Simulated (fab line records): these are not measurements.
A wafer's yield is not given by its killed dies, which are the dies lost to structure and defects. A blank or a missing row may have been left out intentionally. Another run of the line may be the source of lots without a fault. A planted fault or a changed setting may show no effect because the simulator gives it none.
fab line records	flow n5-finfet	part 1 of 2: steps 1 to 15 of 21
record lots=5	wafers=15	last-day=17
route steps=1938 shown FIN_SAQP@120
lots that met no fault: from a run of the same line without faults
start-h: the number of hours between the record's first day and the start of the first shown wafer of the lot	wait-h: time in hours since the lot's previous step	" same as the row above	L1.1+2: one row covering several wafers at once	- either no value or no given start	* or withheld: withheld	< > ~ a bound
route shown NAME@n: NAME is a module with steps in the file, n the number in the route of the first one	usual: average and standard deviation across the fault-free wafers	same: alike in all rows	chamber/n: place in a boat	sites: the reading at each site	_std_site: standard deviation across them	_edge_site: mean of outer sites minus mean of inner sites	radius-mm: how far each site lies from the wafer's centre	mask NAME#n: copy n	behind: the most recent tool/chamber to have shaped the wafer	hold: cause of the lot's hold/its duration in hours/its outcome	device: names the non-switching transistor (n, p or np)	end of line: tests run on the same wafers once the route is complete	for a step that has no rows: nothing shown but its recipe	killed: the dies lost at the first sort to structure and to defects; this is not the yield of the wafer	map: a wafer's dies, marking killed ones x, the rest . and places with no die _
set.NAME: the run value of the setting; set.NAME@STEP: its run value at that earlier step	model.NAME: the simulator's own value behind a step, which no gauge read
lots seen at some steps along the route; tables by step, rows by wafer
services: a tool's chamber out of use, with start hour (start-h, from the record's first day; less than 0 if before it), hours out, and reason
## steps
# step N5_FIN_SAQP_MANDREL_ETCH_22
# recipe target-depth-a=600	chemistry=HBr/Cl2	target=a-Si	stop-on=SiNx	bt-time-s=10	over-etch-frac=0.5	time-s=30	pressure-mtorr=10	icp-w=800	bias-w=75	HBr_flow_sccm=150	Cl2_flow_sccm=80	ends=end-point
# usual HBr_flow_sccm=150.0/0.43	drypump-motor-current-A=5.7/0.5	oes-product-au=0.766/0.014	throttle-valve-pct=35.47/0.29
lot.wafer	tool	chamber	start-h	wait-h	HBr_flow_sccm	drypump-motor-current-A	oes-product-au	rf-hours-counter-h	throttle-valve-pct
L077.3	rie-si-01	3	41.66	0.0	150.0	6.3	0.761	190	35.19
L077.4	"	2	"	"	149.2	5.2	0.773	28	35.10
L077.6	"	1	"	"	149.1	6.6	0.761	-	35.93
L083.1	rie-si-06	2	79.08	0.0	149.6	5.0	0.761	107	35.48
L083.2	"	1	"	"	150.0	5.8	0.759	72	35.30
L083.6	"	3	"	"	150.1	6.0	0.776	-	35.81
L085.1	rie-si-01	3	88.17	0.0	150.0	6.3	0.768	191	35.19
L085.3	"	2	"	"	149.5	5.1	0.768	29	35.13
L085.6	"	3	"	"	149.8	6.3	0.771	-	35.16
L090.1	rie-si-01	3	117.96	0.0	149.3	6.3	0.767	191	35.19
L090.2	"	1	"	"	149.6	6.6	0.762	185	35.94
L090.5	"	0	"	"	149.6	5.5	0.796	-	35.60
L093.1	rie-si-01	1	136.15	0.0	150.0	6.7	0.758	185	35.93
L093.2	"	0	"	"	149.8	5.5	0.774	157	35.61
L093.5	"	1	"	"	150.4	6.6	0.765	-	35.93
# step N5_FIN_SAQP_STRIP_55
# recipe chemistry=N2/H2	power-w=500	temp-c=40	pressure-mtorr=50	rf-frequency-hz=6e+07	overash-fraction=0.3	bias-power-w=28	h2-frac=0.5	n2-flow-sccm=300	h2-flow-sccm=300
# usual bias-power-w=27.98/0.085	drypump-motor-current-A=5.9/0.35	n2-flow-sccm=300.0/0.92	oes-product-au=0.79/0.084	rf-vpp-V=122.1/1.5	showerhead-plenum-p-Torr=3.41/0.1	temp-c=40.01/0.12	throttle-valve-pct=18.9/0.36
# same overash-fraction=0.3
lot.wafer	tool	chamber	start-h	wait-h	bias-power-w	drypump-motor-current-A	n2-flow-sccm	oes-product-au	rf-hours-counter-h	rf-vpp-V	showerhead-plenum-p-Torr	temp-c	throttle-valve-pct
L077.3	rie-diel-03	0	41.96	0.3	27.92	5.7	300.1	0.70	191	123.1	3.47	39.85	19.1
L077.4	"	3	"	"	28.01	5.6	300.6	0.76	142	121.3	3.36	39.94	19.1
L077.6	"	2	"	"	27.98	5.8	300.3	1.02	-	122.0	3.57	39.81	18.4
L083.1	rie-diel-03	3	79.19	0.1	28.16	5.6	299.1	0.76	154	120.1	3.36	40.16	19.1
L083.2	"	1	"	"	28.00	5.4	299.3	0.78	131	122.9	3.24	40.09	18.6
L083.6	"	3	"	"	28.19	5.6	299.3	0.76	-	121.2	3.36	40.07	19.1
L085.1	rie-diel-04	1	88.35	0.1	27.91	6.5	300.7	0.69	213	122.1	3.46	40.01	18.9
L085.3	"	0	"	"	28.02	6.3	301.1	0.74	194	121.1	3.48	39.98	19.0
L085.6	"	3	"	"	27.98	6.3	299.4	0.78	-	121.8	3.37	40.09	19.0
L090.1	rie-diel-05	0	118.06	0.1	28.09	5.6	298.8	0.90	18	122.6	3.56	40.16	18.3
L090.2	"	2	"	"	28.06	5.5	300.3	0.89	32	121.6	3.41	40.06	18.7
L090.5	"	2	"	"	28.03	5.6	298.2	0.89	-	120.6	3.41	40.06	18.8
L093.1	rie-diel-03	1	136.36	0.2	28.03	5.4	299.1	0.75	151	120.1	3.23	39.83	18.6
L093.2	"	2	"	"	27.98	5.8	301.2	0.91	34	123.5	3.55	39.84	18.4
L093.5	"	2	"	"	28.04	5.8	300.9	0.90	-	124.8	3.55	39.76	18.4
# step N5_FIN_SAQP_STRIP_23
# recipe chemistry=SPM	time-s=750	temp-c=130	h2so4-h2o2-vol-ratio=4
# usual temp-c=129.99/0.14
lot.wafer	tool	chamber	start-h	wait-h	temp-c
L077.3	wet-bench-02	0	42.03	-	129.97
L077.4	"	7	"	"	129.89
L077.6	"	4	"	"	130.18
L083.1	wet-bench-05	5	79.26	-	129.79
L083.2	"	2	"	"	129.72
L083.6	"	3	"	"	129.93
L085.1	wet-bench-05	6	88.42	-	129.97
L085.3	"	0	"	"	129.93
L085.6	"	5	"	"	130.07
L090.1	wet-bench-01	1	118.12	-	129.99
L090.2	"	0	"	"	130.02
L090.5	"	6	"	"	129.82
L093.1	wet-bench-01	6	136.42	-	130.14
L093.2	"	4	"	"	130.22
L093.5	"	5	"	"	130.01
# step N5_FIN_SAQP_SRD_66
# recipe dry=ipa-marangoni	time-s=30	temp-c=23	rinse-liquid=diw
# usual temp-c=23.01/0.098
lot.wafer	tool	chamber	start-h	wait-h	temp-c
L077.3	wet-bench-02	0	42.45	0.0	23.06
L077.4	"	7	"	"	23.13
L077.6	"	4	"	"	23.07
L083.1	wet-bench-05	5	79.47	0.0	22.96
L083.2	"	2	"	"	23.02
L083.6	"	3	"	"	22.98
L085.1	wet-bench-05	6	88.84	0.0	22.96
L085.3	"	0	"	"	22.90
L085.6	"	5	"	"	23.03
L090.1	wet-bench-01	1	118.33	0.0	23.00
L090.2	"	0	"	"	22.99
L090.5	"	6	"	"	23.15
L093.1	wet-bench-01	6	136.63	0.0	23.09
L093.2	"	4	"	"	23.08
L093.5	"	5	"	"	23.04
# step N5_FIN_SAQP_RECESS_75
# recipe chemistry=HF/NH3	target=SiO2	target-depth-a=144	afs-cycles=3	temp-c=30	sublimation-temp-c=180	sublimation-time-s=60
# usual drypump-motor-current-A=5.5/0.45	temp-c=30.01/0.11
lot.wafer	tool	chamber	start-h	wait-h	drypump-motor-current-A	temp-c
L077.3	vapor-etch-02	0	42.65	0.2	6.1	30.10
L077.4	"	1	"	"	5.1	30.20
L077.6	"	1	"	"	5.1	30.10
L083.1	vapor-etch-01	0	79.51	0.0	5.4	29.97
L083.2	"	1	"	"	5.0	29.97
L083.6	"	1	"	"	5.0	29.76
L085.1	vapor-etch-02	1	88.91	0.0	5.1	30.07
L085.3	"	1	"	"	5.1	30.13
L085.6	"	1	"	"	5.1	29.98
L090.1	vapor-etch-01	1	118.38	0.0	5.0	29.84
L090.2	"	0	"	"	5.4	30.04
L090.5	"	1	"	"	5.0	29.87
L093.1	vapor-etch-02	0	136.68	0.0	6.1	29.75
L093.2	"	1	"	"	5.1	29.83
L093.5	"	1	"	"	5.1	30.04
# step N5_FIN_SAQP_SPACER1_ALD_24
# recipe material=SiO2	target-thk-a=203	temp-c=300	ald-precursor-family=BDEAS	ald-co-reactant=O2-plasma	pulse-time-s=1	purge-time-s=2	co-reactant-purge-time-s=2	ald-cycles=218	pressure-torr=2
# usual heater-power-w=455/42	precursor-pulse-height-rel=0.999/0.02
lot.wafer	tool	chamber	start-h	wait-h	heater-power-w	precursor-pulse-height-rel
L077.3	ald-sin-01	2	43.00	0.2	470	0.977
L077.4	"	0	"	"	420	0.983
L077.6	"	0	"	"	420	0.979
L083.1	ald-sin-04	0	79.90	0.3	378	1.005
L083.2	"	2	"	"	433	1.011
L083.6	"	3	"	"	454	0.982
L085.1	ald-sin-01	1	90.26	1.2	541	1.008
L085.3	"	0	"	"	408	1.011
L085.6	"	1	"	"	540	0.980
L090.1	ald-sin-04	1	118.76	0.3	466	0.975
L090.2	"	3	"	"	480	0.998
L090.5	"	1	"	"	460	1.057
L093.1	ald-sin-04	2	137.06	0.3	446	0.969
L093.2	"	3	"	"	461	0.999
L093.5	"	2	"	"	451	1.032
# step N5_FIN_SAQP_SPACER1_ETCHBACK_25
# recipe chemistry=CHF3/O2	mode=anisotropic-etchback	target=SiO2	target-depth-a=244	time-s=12.2	pressure-mtorr=30	source-w=650	bias-w=170	Ar_flow_sccm=200	CHF3_flow_sccm=50	O2_flow_sccm=5	ion-energy-ev=200
# usual drypump-motor-current-A=5.9/0.35	oes-product-au=0.79/0.083	rf-vpp-V=526/6.6	showerhead-plenum-p-Torr=2.45/0.067	throttle-valve-pct=18.92/0.26
lot.wafer	tool	chamber	start-h	wait-h	drypump-motor-current-A	oes-product-au	rf-hours-counter-h	rf-vpp-V	showerhead-plenum-p-Torr	throttle-valve-pct
L077.3	rie-diel-03	3	43.84	0.5	5.5	0.76	143	522	2.41	19.13
L077.4	"	1	"	"	5.4	0.79	118	515	2.33	18.41
L077.6	"	1	"	"	5.4	0.79	-	516	2.33	18.40
L083.1	rie-diel-04	2	80.61	0.4	6.0	0.78	134	526	2.41	19.20
L083.2	"	3	"	"	6.3	0.79	142	523	2.41	19.11
L083.6	"	0	"	"	6.3	0.73	-	532	2.49	18.90
L085.1	rie-diel-05	3	90.97	0.4	5.8	0.90	22	515	2.37	18.76
L085.3	"	2	"	"	5.5	0.90	21	535	2.45	18.73
L085.6	"	0	"	"	5.7	0.93	-	523	2.57	18.56
L090.1	rie-diel-04	0	119.48	0.4	6.3	0.72	206	530	2.48	18.92
L090.2	"	3	"	"	6.3	0.77	156	523	2.40	19.13
L090.5	"	0	"	"	6.3	0.72	-	531	2.48	18.93
L093.1	rie-diel-03	1	138.07	0.7	5.4	0.76	152	515	2.31	18.45
L093.2	"	3	"	"	5.5	0.73	166	522	2.40	19.17
L093.5	"	0	"	"	5.7	0.69	-	533	2.48	19.16
# step N5_FIN_SAQP_MANDREL1_REMOVE_56
# recipe chemistry=HBr/Cl2/O2	bt-time-s=10	target=a-Si	stop-on=SiNx	endpoint=OES-SiCl	over-etch-frac=1	icp-w=600	bias-w=22	HBr_flow_sccm=150	Cl2_flow_sccm=80	O2_flow_sccm=5	pressure-mtorr=10
# usual HBr_flow_sccm=150.0/0.47	drypump-motor-current-A=5.7/0.5	oes-product-au=1.002/0.017	throttle-valve-pct=36.8/0.31
lot.wafer	tool	chamber	start-h	wait-h	HBr_flow_sccm	drypump-motor-current-A	oes-product-au	rf-hours-counter-h	throttle-valve-pct
L077.3	rie-si-01	0	43.93	0.1	150.0	5.5	1.028	156	37.0
L077.4	"	1	"	"	150.1	6.6	1.015	183	37.3
L077.6	"	1	"	"	150.2	6.6	1.006	-	37.3
L083.1	rie-si-06	1	80.70	0.1	149.8	5.8	0.987	72	36.6
L083.2	"	3	"	"	149.6	6.0	1.012	131	37.2
L083.6	"	1	"	"	150.1	5.8	0.987	-	36.6
L085.1	rie-si-01	2	91.06	0.1	150.6	5.2	1.003	29	36.4
L085.3	"	1	"	"	149.0	6.6	0.998	184	37.3
L085.6	"	1	"	"	148.8	6.6	0.998	-	37.3
L090.1	rie-si-02	0	119.57	0.1	150.3	6.3	1.003	13	36.6
L090.2	"	3	"	"	150.8	5.5	0.999	46	36.4
L090.5	"	1	"	"	149.8	5.7	1.042	-	37.2
L093.1	rie-si-06	2	138.16	0.1	149.5	5.0	1.007	108	36.8
L093.2	"	3	"	"	150.5	5.9	1.012	132	37.2
L093.5	"	1	"	"	149.9	5.8	0.984	-	36.6
# step N5_FIN_SAQP_CD_MEAS_27
# recipe target-cd-nm=20	landing-energy-ev=1000	detector=se-inlens	polarity=line
# usual cd-nm=20.27/0.21
lot.wafer	tool	chamber	start-h	wait-h	cd-nm
L077.3	cd-sem-01	0	44.04	0.1	20.41
L077.4	"	0	"	"	20.17
L077.6	"	0	"	"	20.43
L083.1	cd-sem-03	0	80.81	0.1	20.12
L083.2	"	0	"	"	20.22
L083.6	"	0	"	"	20.53
L085.1	cd-sem-03	0	91.17	0.1	20.34
L085.3	"	0	"	"	19.98
L085.6	"	0	"	"	19.86
L090.1	cd-sem-02	0	119.68	0.1	20.41
L090.2	"	0	"	"	20.47
L090.5	"	0	"	"	20.11
L093.1	cd-sem-02	0	138.27	0.1	20.14
L093.2	"	0	"	"	20.32
L093.5	"	0	"	"	20.42
# step N5_FIN_SAQP_ETCH_57
# recipe chemistry=CH3F/O2	target=SiNx	mask-material=SiO2	target-depth-a=325	time-s=46.4	pressure-mtorr=30	source-w=395	bias-w=73	Ar_flow_sccm=150	CH3F_flow_sccm=30	O2_flow_sccm=20	ion-energy-ev=120	ends=cleared
# usual drypump-motor-current-A=5.8/0.33	etch-rf-on-time-s=46.2/0.76	oes-product-au=0.68/0.075	rf-vpp-V=298/4	showerhead-plenum-p-Torr=2.03/0.063	throttle-valve-pct=16.34/0.27
lot.wafer	tool	chamber	start-h	wait-h	drypump-motor-current-A	etch-rf-on-time-s	oes-product-au	rf-hours-counter-h	rf-vpp-V	showerhead-plenum-p-Torr	throttle-valve-pct
L077.3	rie-diel-04	3	44.20	0.2	6.3	46.5	0.68	128	297	2.01	16.54
L077.4	"	2	"	"	6.0	47.6	0.67	122	297	2.00	16.59
L077.6	"	0	"	"	6.2	47.2	0.64	-	302	2.07	16.35
L083.1	rie-diel-03	1	80.86	0.0	5.4	44.8	0.66	131	293	1.92	15.90
L083.2	"	3	"	"	5.5	46.0	0.64	155	298	2.00	16.60
L083.6	"	1	"	"	5.4	45.4	0.67	-	294	1.92	15.90
L085.1	rie-diel-03	0	91.22	0.0	5.7	47.7	0.60	209	303	2.06	16.60
L085.3	"	2	"	"	5.8	45.4	0.80	18	300	2.13	15.98
L085.6	"	3	"	"	5.5	47.8	0.64	-	297	2.00	16.61
L090.1	rie-diel-04	1	119.73	0.0	6.5	45.4	0.60	224	296	2.06	16.63
L090.2	"	0	"	"	6.3	45.8	0.62	206	302	2.06	16.39
L090.5	"	3	"	"	6.2	45.7	0.66	-	296	2.00	16.59
L093.1	rie-diel-03	0	138.60	0.3	5.7	46.6	0.59	218	302	2.06	16.61
L093.2	"	1	"	"	5.4	45.8	0.66	152	292	1.92	15.95
L093.5	"	2	"	"	5.8	46.8	0.77	-	299	2.12	16.00
# step N5_FIN_SAQP_ETCH_65
# recipe chemistry=CF4	target=SiO2	target-depth-a=40	ion-energy-ev=350	time-s=4.4	pressure-mtorr=10	icp-w=800	bias-w=400	cf4-flow-sccm=80
# usual drypump-motor-current-A=5.7/0.5	oes-product-au=0.999/0.019	throttle-valve-pct=21.88/0.24
lot.wafer	tool	chamber	start-h	wait-h	drypump-motor-current-A	oes-product-au	rf-hours-counter-h	throttle-valve-pct
L077.3	rie-si-02	2	44.30	0.1	5.2	0.978	127	21.90
L077.4	"	0	"	"	6.3	0.981	12	21.73
L077.6	"	0	"	"	6.3	0.986	-	21.75
L083.1	rie-si-01	1	80.97	0.1	6.6	1.002	184	22.32
L083.2	"	3	"	"	6.3	0.991	191	21.65
L083.6	"	2	"	"	5.2	1.014	-	21.54
L085.1	rie-si-02	1	91.33	0.1	5.7	1.041	105	22.30
L085.3	"	2	"	"	5.2	0.981	128	21.90
L085.6	"	0	"	"	6.3	0.986	-	21.74
L090.1	rie-si-06	1	119.83	0.1	5.8	0.995	73	21.72
L090.2	"	2	"	"	5.0	1.002	108	21.91
L090.5	"	2	"	"	5.0	1.004	-	21.94
L093.1	rie-si-01	0	138.70	0.1	5.5	1.036	157	22.08
L093.2	"	3	"	"	6.3	0.993	192	21.66
L093.5	"	0	"	"	5.5	1.046	-	22.05
# step N5_FIN_SAQP_MANDREL_ETCH_58
# recipe chemistry=HBr/Cl2	target=a-Si	target-depth-a=450	bt-time-s=10	stop-on=SiNx	mask-material=SiO2	over-etch-frac=0.8	time-s=27	pressure-mtorr=10	icp-w=800	bias-w=75	HBr_flow_sccm=150	Cl2_flow_sccm=80	ends=end-point
# usual HBr_flow_sccm=150.0/0.43	drypump-motor-current-A=5.7/0.5	oes-product-au=0.695/0.012	throttle-valve-pct=35.69/0.29
lot.wafer	tool	chamber	start-h	wait-h	HBr_flow_sccm	drypump-motor-current-A	oes-product-au	rf-hours-counter-h	throttle-valve-pct
L077.3	rie-si-02	2	44.34	0.0	149.6	5.2	0.679	127	35.80
L077.4	"	0	"	"	150.4	6.3	0.687	12	35.47
L077.6	"	0	"	"	149.6	6.3	0.690	-	35.46
L083.1	rie-si-01	1	81.00	0.0	150.3	6.6	0.689	184	36.16
L083.2	"	3	"	"	149.4	6.3	0.695	191	35.38
L083.6	"	2	"	"	150.3	5.2	0.707	-	35.32
L085.1	rie-si-02	1	91.36	0.0	150.1	5.7	0.711	105	36.13
L085.3	"	2	"	"	149.7	5.2	0.670	128	35.81
L085.6	"	0	"	"	150.3	6.3	0.692	-	35.45
L090.1	rie-si-06	1	119.87	0.0	150.8	5.8	0.689	73	35.50
L090.2	"	2	"	"	149.8	5.0	0.695	108	35.68
L090.5	"	2	"	"	149.9	5.0	0.710	-	35.69
L093.1	rie-si-01	0	138.74	0.0	150.2	5.5	0.714	157	35.84
L093.2	"	3	"	"	149.5	6.3	0.696	192	35.39
L093.5	"	0	"	"	150.3	5.5	0.713	-	35.82
# step N5_FIN_SAQP_RECESS_63
# recipe chemistry=HF/NH3	target=SiO2	target-depth-a=180	afs-cycles=3	temp-c=30	sublimation-temp-c=180	sublimation-time-s=60
# usual drypump-motor-current-A=5.4/0.42	temp-c=30.01/0.11
lot.wafer	tool	chamber	start-h	wait-h	drypump-motor-current-A	temp-c
L077.3	vapor-etch-01	1	44.54	0.2	5.0	30.09
L077.4	"	0	"	"	5.4	30.05
L077.6	"	1	"	"	5.0	30.20
L083.1	vapor-etch-02	0	81.08	0.1	6.1	29.78
L083.2	"	1	"	"	5.1	30.05
L083.6	"	0	"	"	6.1	29.99
L085.1	vapor-etch-01	0	91.44	0.1	5.4	29.82
L085.3	"	1	"	"	5.0	30.07
L085.6	"	0	"	"	5.4	29.88
L090.1	vapor-etch-02	1	119.95	0.1	5.1	29.98
L090.2	"	0	"	"	6.1	30.26
L090.5	"	0	"	"	6.1	30.17
L093.1	vapor-etch-02	1	138.82	0.1	5.1	29.94
L093.2	"	0	"	"	6.1	29.96
L093.5	"	0	"	"	6.0	29.93
# step N5_FIN_SAQP_COAT_68
# recipe resist=SOC	temp-c=250	time-s=60	spin-rpm=1500	resist-thk-nm=100
lot.wafer	tool	chamber	start-h	wait-h
L077.3+4+6	litho-track-01	0	44.81	0.2
L083.1+2+6	litho-track-04	0	81.47	0.3
L085.1+3+6	litho-track-01	0	91.83	0.3
L090.1+2+5	litho-track-04	0	120.33	0.3
L093.1+2+5	litho-track-02	0	139.20	0.3
# step N5_FIN_SAQP_ETCH_69
# recipe chemistry=N2/H2	target=SOC	target-depth-a=1500	stop-on=SiNx	ion-energy-ev=100	bias-w=61	pressure-mtorr=30	source-w=850	n2-flow-sccm=200	h2-flow-sccm=200
# usual drypump-motor-current-A=5.9/0.35	n2-flow-sccm=200.0/0.61	oes-product-au=0.77/0.08	rf-vpp-V=241.0/1.4	showerhead-plenum-p-Torr=2.58/0.077	throttle-valve-pct=17.87/0.29
lot.wafer	tool	chamber	start-h	wait-h	drypump-motor-current-A	n2-flow-sccm	oes-product-au	rf-hours-counter-h	rf-vpp-V	showerhead-plenum-p-Torr	throttle-valve-pct
L077.3	rie-diel-05	2	44.87	-	5.5	199.8	0.95	2	241.6	2.60	17.60
L077.4	"	1	"	"	5.5	200.5	0.74	-	242.0	2.66	17.89
L077.6	"	2	"	"	5.5	200.2	0.95	-	241.1	2.60	17.59
L083.1	rie-diel-04	1	81.53	-	6.4	199.3	0.69	210	243.5	2.63	18.02
L083.2	"	0	"	"	6.3	199.4	0.73	191	241.9	2.64	17.89
L083.6	"	3	"	"	6.3	200.0	0.77	-	241.0	2.55	18.04
L085.1	rie-diel-04	3	91.89	-	6.2	200.3	0.77	146	240.3	2.55	18.04
L085.3	"	0	"	"	6.2	199.5	0.72	195	243.0	2.64	17.89
L085.6	"	3	"	"	6.2	200.0	0.77	-	241.3	2.55	18.02
L090.1	rie-diel-03	3	120.40	-	5.6	201.5	0.73	160	238.9	2.54	18.08
L090.2	"	2	"	"	5.8	200.0	0.91	28	241.8	2.70	17.39
L090.5	"	3	"	"	5.5	200.7	0.73	-	239.5	2.54	18.07
L093.1	rie-diel-04	0	139.27	-	6.3	199.1	0.71	214	240.8	2.63	17.92
L093.2	"	1	"	"	6.5	200.5	0.68	232	242.6	2.62	18.04
L093.5	"	2	"	"	6.1	199.4	0.76	-	239.4	2.55	18.32
